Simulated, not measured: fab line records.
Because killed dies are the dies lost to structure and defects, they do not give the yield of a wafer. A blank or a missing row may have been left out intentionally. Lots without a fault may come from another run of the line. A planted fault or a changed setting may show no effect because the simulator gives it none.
fab line records ; flow nandHarc
[record] lots = 12; wafers = 36; lastDay = 34
route steps=1302 shown A_CHANNEL_HOLE_D2@590 A_CHANNEL_FILL_D2@627
lots that met no fault: from a run of the same line without faults
startH: hours from the record's opening day to when the first of the lot's shown wafers began ; waitH: time in hours since the lot's previous step ; " same as the row above ; L1.1+2: a single row standing in for several wafers ; - no value, or no start given ; * or withheld: withheld ; < > ~ a bound
route shown NAME@n: a module of which the file shows steps, and the number in the route of the first ; usual: mean and standard deviation over wafers with no fault ; same: alike in all rows ; chamber/n: place in a boat ; sites: each site's reading ; _std_site: standard deviation of those values ; _edge_site: outer sites' mean less inner sites' ; radiusMm: how far each site lies from the wafer's centre ; mask NAME#n: copy n ; behind: the tool/chamber that last shaped the wafer ; hold: the reason the lot was held/the length of the hold in hours/how it ended ; device: the transistor (n, p or np) that didn't switch ; end of line: tests run on the same wafers once the route is complete ; a step given without rows: its recipe and nothing more ; killed: count of dies lost to structure and defects at first sort (not the wafer's yield) ; map: a wafer's dies, marking killed ones x, the rest . and places with no die _
set.NAME: setting as actually run; set.NAME@STEP: the setting as run at that earlier step ; model.NAME: the simulator's own value behind a step, which no gauge read
route steps across a sampled set of lots; one table per step, one row per wafer
services: a tool's chamber out of use, with start hour (startH, from the record's first day; less than 0 if before it), hours out, and reason
[[steps]]
[step NHARC_A_CHANNEL_HOLE_D2_CD_MEAS_18]
[usual] cdNm = 99.9/1.4
lot.wafer;tool;chamber;startH;waitH;cdNm
L764.3;cdSem-03;-;293.42;-;102.2
L764.4;cdSem-03;-;293.42;-;101.8
L764.6;cdSem-03;-;293.42;-;100.6
L765.1;cdSem-02;-;293.58;-;101.1
L765.2;cdSem-02;-;293.58;-;100.9
L765.4;cdSem-02;-;293.58;-;98.9
L766.1;cdSem-03;-;306.16;-;100.7
L766.4;cdSem-03;-;306.16;-;98.6
L766.6;cdSem-03;-;306.16;-;99.6
L767.1;cdSem-01;-;322.33;-;99.9
L767.3;cdSem-01;-;322.33;-;97.9
L767.5;cdSem-01;-;322.33;-;99.0
L768.2;cdSem-03;-;335.12;-;101.2
L768.3;cdSem-03;-;335.12;-;100.0
L768.4;cdSem-03;-;335.12;-;99.5
L770.3;cdSem-01;-;357.81;-;100.3
L770.4;cdSem-01;-;357.81;-;100.7
L770.5;cdSem-01;-;357.81;-;97.6
L775.1;cdSem-03;-;411.62;-;101.6
L775.2;cdSem-03;-;411.62;-;102.3
L775.5;cdSem-03;-;411.62;-;100.4
L779.2;cdSem-03;-;440.03;-;102.0
L779.3;cdSem-03;-;440.03;-;97.9
L779.4;cdSem-03;-;440.03;-;100.7
L780.2;cdSem-02;-;463.71;-;102.2
L780.3;cdSem-02;-;463.71;-;100.8
L780.4;cdSem-02;-;463.71;-;100.9
L781.2;cdSem-01;-;470.27;-;100.1
L781.4;cdSem-01;-;470.27;-;98.9
L781.5;cdSem-01;-;470.27;-;97.5
L784.1;cdSem-03;-;508.81;-;100.1
L784.2;cdSem-03;-;508.81;-;99.2
L784.4;cdSem-03;-;508.81;-;102.1
L786.2;cdSem-03;-;531.92;-;100.0
L786.5;cdSem-03;-;531.92;-;101.5
L786.6;cdSem-03;-;531.92;-;99.9
[step NHARC_A_CHANNEL_HOLE_D2_ETCH_19]
[recipe] biasV = 1200; sourceW = 2500; pressureMtorr = 15; timeS = 34.5; arFlowSccm = 375; c4f8FlowSccm = 28.8; o2FlowSccm = 96.2; tempC = -20; targetDepthA = *; chemistry = C4F8/O2/Ar
[usual] c4f8FlowSccm = 28.79/0.084; drypumpMotorCurrentA = 6.2/0.44; heBacksideLeakSccm = 6.2/1.2; showerheadPlenumPTorr = 3.66/0.15; throttleValvePct = 37.038/0.0088
[same] timeS = 34.5
lot.wafer;tool;chamber;startH;waitH;c4f8FlowSccm;drypumpMotorCurrentA;heBacksideLeakSccm;rfHoursCounterH;showerheadPlenumPTorr;throttleValvePct
L764.3;harEtch-02;0;293.56;0.1;28.72;6.8;7.7;-;3.50;37.034
L764.4;harEtch-02;0;293.56;0.1;28.62;6.8;7.5;-;3.50;37.040
L764.6;harEtch-02;0;293.56;0.1;28.73;6.8;11.4;-;3.50;37.041
L765.2;harEtch-01;0;295.81;2.2;28.71;6.1;9.1;156;3.57;37.037
L765.1;harEtch-01;1;295.81;2.2;28.76;5.7;6.0;156;3.73;37.047
L765.4;harEtch-01;0;295.81;2.2;28.64;6.1;6.0;-;3.57;37.043
L766.1;harEtch-02;0;306.23;0.1;28.74;6.8;7.6;359;3.50;37.041
L766.4;harEtch-02;0;306.23;0.1;28.66;6.7;7.5;-;3.50;37.034
L766.6;harEtch-02;0;306.23;0.1;28.91;6.8;7.6;-;3.50;37.043
L767.1;harEtch-02;1;322.43;0.1;28.71;5.9;7.7;351;3.70;37.038
L767.3;harEtch-02;0;322.43;0.1;28.74;6.8;7.7;-;3.50;37.024
L767.5;harEtch-02;1;322.43;0.1;28.80;5.9;8.0;-;3.70;37.031
L768.2;harEtch-02;0;336.67;1.6;28.81;6.8;7.4;-;3.49;37.047
L768.3;harEtch-02;0;336.67;1.6;28.84;6.8;7.6;-;3.49;37.040
L768.4;harEtch-02;0;336.67;1.6;28.74;6.8;7.7;-;3.49;37.033
L770.3;harEtch-01;0;359.24;1.4;28.75;6.1;6.6;-;3.55;37.032
L770.4;harEtch-01;1;359.24;1.4;28.64;5.7;6.2;-;3.71;37.040
L770.5;harEtch-01;1;359.24;1.4;28.81;5.7;6.0;-;3.71;37.028
L775.2;harEtch-02;1;419.86;8.2;28.88;5.9;4.6;23;3.68;37.037
L775.1;harEtch-02;0;419.86;8.2;28.89;6.8;4.7;23;3.97;37.041
L775.5;harEtch-02;1;419.86;8.2;28.85;5.9;4.6;-;3.68;37.049
L779.2;harEtch-02;0;442.36;2.3;28.86;6.8;4.8;38;3.96;37.031
L779.3;harEtch-02;0;442.36;2.3;28.81;6.8;4.8;-;3.96;37.042
L779.4;harEtch-02;1;442.36;2.3;28.83;5.9;4.6;-;3.67;37.037
L780.2;harEtch-01;1;463.80;0.1;28.90;5.7;6.5;256;3.68;37.029
L780.3;harEtch-01;0;463.80;0.1;28.81;6.1;6.4;-;3.51;37.035
L780.4;harEtch-01;1;463.80;0.1;28.77;5.7;6.1;-;3.68;37.038
L781.2;harEtch-02;0;470.36;0.1;28.86;6.8;4.7;53;3.95;37.051
L781.4;harEtch-02;0;470.36;0.1;28.80;6.8;4.8;-;3.95;37.047
L781.5;harEtch-02;0;470.36;0.1;28.81;6.8;4.8;-;3.95;37.046
L784.1;harEtch-01;1;513.44;4.6;28.75;5.7;6.9;282;3.66;37.055
L784.2;harEtch-01;0;513.44;4.6;28.67;6.1;7.0;282;3.50;37.038
L784.4;harEtch-01;1;513.44;4.6;28.65;5.7;7.0;-;3.66;37.030
L786.2;harEtch-02;0;531.99;0.1;28.89;6.8;4.9;84;3.94;37.048
L786.5;harEtch-02;0;531.99;0.1;28.98;6.8;4.9;-;3.94;37.046
L786.6;harEtch-02;1;531.99;0.1;28.80;6.0;5.0;-;3.64;37.041
[step NHARC_A_CHANNEL_HOLE_D2_STRIP_28]
[recipe] o2FlowSccm = 500; arFlowSccm = 0; biasW = 0; chemistry = O2
[usual] drypumpMotorCurrentA = 5.6/0.42; oesProductAu = 1.000/0.006; rfVppV = 57.7/0.82; showerheadPlenumPTorr = 3.49/0.14; throttleValvePct = 17.035/0.0098
lot.wafer;tool;chamber;startH;waitH;drypumpMotorCurrentA;oesProductAu;rfHoursCounterH;rfVppV;showerheadPlenumPTorr;throttleValvePct
L765.1;rieDiel-03;0;-;-;5.3;1.003;0;58.4;3.45;17.023
L765.4;rieDiel-03;1;-;-;6.0;1.001;0;57.3;3.40;17.025
L765.2;rieDiel-03;3;-;-;5.1;1.002;0;57.5;3.56;17.044
L764.3;rieDiel-03;1;-;-;6.0;1.002;1;57.1;3.40;17.039
L764.4;rieDiel-03;3;-;-;5.1;0.992;0;58.3;3.56;17.049
L764.6;rieDiel-03;0;-;-;5.3;1.010;-;57.9;3.45;17.035
L766.4;rieDiel-12;0;-;-;6.5;1.001;3;57.9;3.43;17.023
L766.1;rieDiel-12;3;-;-;5.8;1.012;3;57.7;3.41;17.031
L766.6;rieDiel-12;0;-;-;6.5;1.010;-;57.6;3.43;17.027
L767.1;rieDiel-03;2;-;-;5.3;0.990;2;57.3;3.32;17.040
L767.3;rieDiel-03;0;-;-;5.3;1.008;2;57.2;3.45;17.046
L767.5;rieDiel-03;3;-;-;5.1;0.996;-;58.1;3.56;17.024
L768.4;rieDiel-01;1;-;-;5.4;1.009;8;57.7;3.71;17.023
L768.2;rieDiel-01;2;-;-;5.6;1.001;8;56.8;3.48;17.038
L768.3;rieDiel-01;0;-;-;4.9;0.999;9;58.4;3.74;17.044
L770.4;rieDiel-01;1;-;-;5.4;0.999;8;57.6;3.71;17.045
L770.3;rieDiel-01;3;-;-;5.8;1.003;9;58.2;3.72;17.046
L770.5;rieDiel-01;0;-;-;4.9;0.999;-;58.3;3.74;17.051
L775.2;rieDiel-01;3;-;-;5.8;1.001;2;59.8;3.72;17.027
L775.1;rieDiel-01;0;-;-;4.9;1.001;2;58.5;3.73;17.037
L775.5;rieDiel-01;3;-;-;5.8;0.998;-;58.9;3.72;17.033
L779.3;rieDiel-03;3;-;-;5.1;0.996;7;59.1;3.55;17.045
L779.2;rieDiel-03;2;-;-;5.3;1.005;7;57.7;3.31;17.044
L779.4;rieDiel-03;1;-;-;6.0;0.995;-;57.9;3.39;17.042
L780.3;rieDiel-12;0;-;-;6.5;0.996;1;56.8;3.42;17.031
L780.2;rieDiel-12;1;-;-;5.6;1.001;1;57.4;3.29;17.041
L780.4;rieDiel-12;2;-;-;5.7;1.005;1;56.4;3.62;17.060
L781.4;rieDiel-01;0;-;-;4.9;0.993;4;58.4;3.73;17.013
L781.2;rieDiel-01;3;-;-;5.8;0.998;4;58.7;3.71;17.044
L781.5;rieDiel-01;0;-;-;4.9;1.004;-;58.2;3.73;17.030
L784.4;rieDiel-03;2;-;-;5.3;0.989;3;56.8;3.31;17.039
L784.1;rieDiel-03;0;-;-;5.3;0.995;4;57.7;3.45;17.034
L784.2;rieDiel-03;1;-;-;6.0;1.001;3;56.9;3.39;17.025
L786.2;rieDiel-12;2;-;-;5.7;0.997;4;58.8;3.62;17.041
L786.6;rieDiel-12;1;-;-;5.6;1.001;-;58.4;3.29;17.019
L786.5;rieDiel-12;2;-;-;5.7;0.997;-;59.7;3.62;17.037
[step NHARC_A_CHANNEL_FILL_D2_ALD_25]
[recipe] targetThkA = 600; pulseTimeS = 10; aldCycles = 600; tempC = 300; material = SiOx
[usual] aldCycles = 600/0; heaterPowerW = 484/31; precursorPulseHeightRel = 1.001/0.02
lot.wafer;tool;chamber;startH;waitH;aldCycles;heaterPowerW;precursorPulseHeightRel;sinceWetCleanH
L765.1;aldHk-03;0;340.47;0.1;600;466;0.997;120
L765.2;aldHk-03;2;342.95;2.5;600;449;1.007;122
L765.4;aldHk-03;3;344.19;3.8;600;509;1.018;123
L764.4;aldHk-01;3;340.48;0.1;600;539;0.990;33
L764.3;aldHk-01;1;341.71;1.3;600;486;0.996;34
L764.6;aldHk-01;3;342.95;2.5;600;536;1.004;-
L766.1;aldHk-03;1;356.38;2.5;600;451;0.954;136
L766.4;aldHk-03;2;357.61;3.7;600;438;1.031;137
L766.6;aldHk-03;3;358.84;5.0;600;507;1.023;-
L767.3;aldHk-04;0;365.76;0.1;600;505;0.970;103
L767.1;aldHk-04;2;367.00;1.3;600;474;0.986;104
L767.5;aldHk-04;1;368.86;3.1;600;543;1.050;-
L768.3;aldHk-01;1;383.32;0.7;600;485;0.983;76
L768.4;aldHk-01;2;383.32;0.7;600;471;1.007;76
L768.2;aldHk-01;3;383.32;0.7;600;521;0.998;77
L770.3;aldHk-03;0;402.97;0.0;600;472;0.979;3
L770.4;aldHk-03;2;404.19;1.3;600;434;1.017;5
L770.5;aldHk-03;0;405.42;2.5;600;478;0.984;-
L775.1;aldHk-03;3;466.19;0.1;600;498;1.014;67
L775.2;aldHk-03;1;467.42;1.3;600;429;1.012;68
L775.5;aldHk-03;0;469.28;3.1;600;468;1.013;-
L779.3;aldHk-03;3;486.19;1.0;600;500;0.991;87
L779.2;aldHk-03;0;486.19;1.0;600;470;0.983;87
L779.4;aldHk-03;2;488.08;2.9;600;447;0.974;88
L780.3;aldHk-04;2;506.54;0.1;553;490;1.022;63
L780.4;aldHk-04;3;506.54;0.1;553;502;0.981;64
L780.2;aldHk-04;0;506.54;0.1;553;508;1.007;65
L781.4;aldHk-04;3;517.38;3.1;553;495;0.961;74
L781.2;aldHk-04;2;519.21;4.9;553;497;0.994;76
L781.5;aldHk-04;0;520.44;6.1;600;497;1.003;-
L784.2;aldHk-03;3;552.96;0.1;600;502;1.036;153
L784.1;aldHk-03;0;552.96;0.1;600;469;0.990;154
L784.4;aldHk-03;2;554.81;1.9;600;443;1.002;155
L786.2;aldHk-01;2;572.57;0.1;600;467;0.962;87
L786.6;aldHk-01;2;575.05;2.5;600;462;1.009;-
L786.5;aldHk-01;3;575.05;2.5;600;528;0.981;-
[[services]]
tool;chamber;startH;hours;kind
rieDiel-01;0;271.69;7.7;repair
rieDiel-03;-;281.30;9.0;pm
rieDiel-01;-;321.52;0.3;repair
rieDiel-03;1;324.51;2.9;repair
rieDiel-03;2;338.12;4.7;repair
rieDiel-01;-;346.65;0.7;repair
harEtch-02;-;378.82;17.0;pm
rieDiel-01;-;380.83;9.0;pm
rieDiel-03;2;394.87;21.2;repair
rieDiel-03;3;414.35;1.3;repair
rieDiel-01;0;417.72;5.5;repair
rieDiel-03;0;444.76;5.7;repair
rieDiel-01;2;452.21;6.0;repair
rieDiel-01;1;452.26;2.6;repair
rieDiel-03;-;458.30;9.0;pm
rieDiel-01;0;462.93;8.3;repair
aldHk-03;-;464.29;0.4;repair
rieDiel-01;0;481.67;4.6;repair
rieDiel-01;1;488.90;16.5;repair
rieDiel-03;2;539.89;20.4;repair
rieDiel-01;-;541.39;0.2;repair
rieDiel-01;-;557.83;9.0;pm
aldHk-03;-;568.85;10.0;pm
harEtch-02;-;574.08;4.1;repair
[[key]]
[firstSign] step = NHARC_A_CHANNEL_FILL_D2_ALD_25; reading = aldCycles; direction = down; sigmas = 99+; usual = 600; struck = 553
effect none on later readings
metAt NHARC_A_CHANNEL_FILL_D2_ALD_25
struckLots L780,L781
struckWafers L780.2,L780.3,L780.4,L781.2,L781.4
testerLeftOut L780,L781
notActingAt NHARC_A_CHANNEL_HOLE_D2_CD_MEAS_18,NHARC_A_CHANNEL_HOLE_D2_ETCH_19,NHARC_A_CHANNEL_HOLE_D2_STRIP_28
onsetBetween 365.76 506.54
[fault] kind = processParameterDrift; tool = aldHk-04; chamber = -; onsetH = 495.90; steps = NHARC_A_CHANNEL_FILL_D2_ALD_25; channel = aldCycles; offset = -47; shape = step; endH = 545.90; scope = struckWafersOnly; actsIn = theseRecipesOnly; stated = 600
// testerLeftOut: of these lots the tester's yield and bins aren't shown, on N5 and GAA mostly nor the transistor test; their killed dies are dies lost to structure and defects alone, not to doping, threshold or leakage, so they don't give the yield
